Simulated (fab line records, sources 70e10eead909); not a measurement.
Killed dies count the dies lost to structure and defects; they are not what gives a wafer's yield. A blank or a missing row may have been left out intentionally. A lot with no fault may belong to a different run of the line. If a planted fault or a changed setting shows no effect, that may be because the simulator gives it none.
Which tool did it? || flow nand_harc || 7 lots, 21 wafers sampled, at 2 steps of a route of 1159

## WHAT EACH GAUGE READ, for each wafer
NHARC_A_ONON_D1_THK_MEAS_30: measures by ellipsometry.
{"lot": "L865", "measured": "day 8 14:01", "on": "film_metro-02", "thk_nm (nm)": "996 995 998"}
{"lot": "L874", "measured": "day 10 07:55", "on": "film_metro-01", "thk_nm (nm)": "608 606 607"}
{"lot": "L876", "measured": "day 11 07:19", "on": "film_metro-02", "thk_nm (nm)": "596 597 598"}
{"lot": "L878", "measured": "day 11 14:56", "on": "film_metro-02", "thk_nm (nm)": "1002 1001 1002"}
{"lot": "L883", "measured": "day 12 18:50", "on": "film_metro-02", "thk_nm (nm)": "1004 1005 1005"}
{"lot": "L884", "measured": "day 12 19:18", "on": "film_metro-02", "thk_nm (nm)": "1006 1006 1006"}
{"lot": "L888", "measured": "day 14 04:32", "on": "film_metro-02", "thk_nm (nm)": "1009 1008 1009"}

## WHICH TOOL RAN EACH LOT (tool, then ch and the chambers of the sampled wafers, then the start)
{"lot": "L865", "NHARC_A_ONON_D1_DEP_28": "pecvd_onon-01 ch 0, day 8 13:36"}
{"lot": "L874", "NHARC_A_ONON_D1_DEP_28": "pecvd_onon-03 ch 0, day 10 07:28"}
{"lot": "L876", "NHARC_A_ONON_D1_DEP_28": "pecvd_onon-03 ch 0, day 11 06:49"}
{"lot": "L878", "NHARC_A_ONON_D1_DEP_28": "pecvd_onon-01 ch 0, day 11 14:32"}
{"lot": "L883", "NHARC_A_ONON_D1_DEP_28": "pecvd_onon-01 ch 0, day 12 18:29"}
{"lot": "L884", "NHARC_A_ONON_D1_DEP_28": "pecvd_onon-02 ch 0, day 12 18:54"}
{"lot": "L888", "NHARC_A_ONON_D1_DEP_28": "pecvd_onon-02 ch 0, day 14 04:05"}
- NHARC_A_ONON_D1_DEP_28: target thk 1000 nm.

## THE ANSWER, worked out from the rows above alone
Rule: what is usual is taken from the lots themselves. Put in order of their means at a reading, lots are off if they are a third of the lots or fewer, leave a main group of 4 or more, and stand apart from it by a gap of 3 or more times the standard deviation of the main group's means; of several such gaps the widest counts. A main group whose means are all the same, to the digits that the tables above print for the reading, isn't used. A lot without any number at a reading at which 4 lots or more have one is off too. Any other lot the step has rows for is counted as sound.
Off: L874, L876 (NHARC_A_ONON_D1_THK_MEAS_30, thk_nm). Main group: mean 1003 nm, sd 4.2.
If a tool, at a process step before that reading, ran all the lots that are off and no sound lot after the first of them, it fits. The gauges at NHARC_A_ONON_D1_THK_MEAS_30 are tried like those tools. One fits: pecvd_onon-03 at NHARC_A_ONON_D1_DEP_28. It ran no sound lot before its first lot that is off in this sample, so the start can't be narrowed down.

## WHAT HAD BEEN PUT IN BY THE SIMULATOR
pecvd_onon-03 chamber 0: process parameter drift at NHARC_A_ONON_D1_DEP_28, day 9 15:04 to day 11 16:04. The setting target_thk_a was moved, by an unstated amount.
Lots struck among those shown: L874, L876. The rule given above showed the same thing.
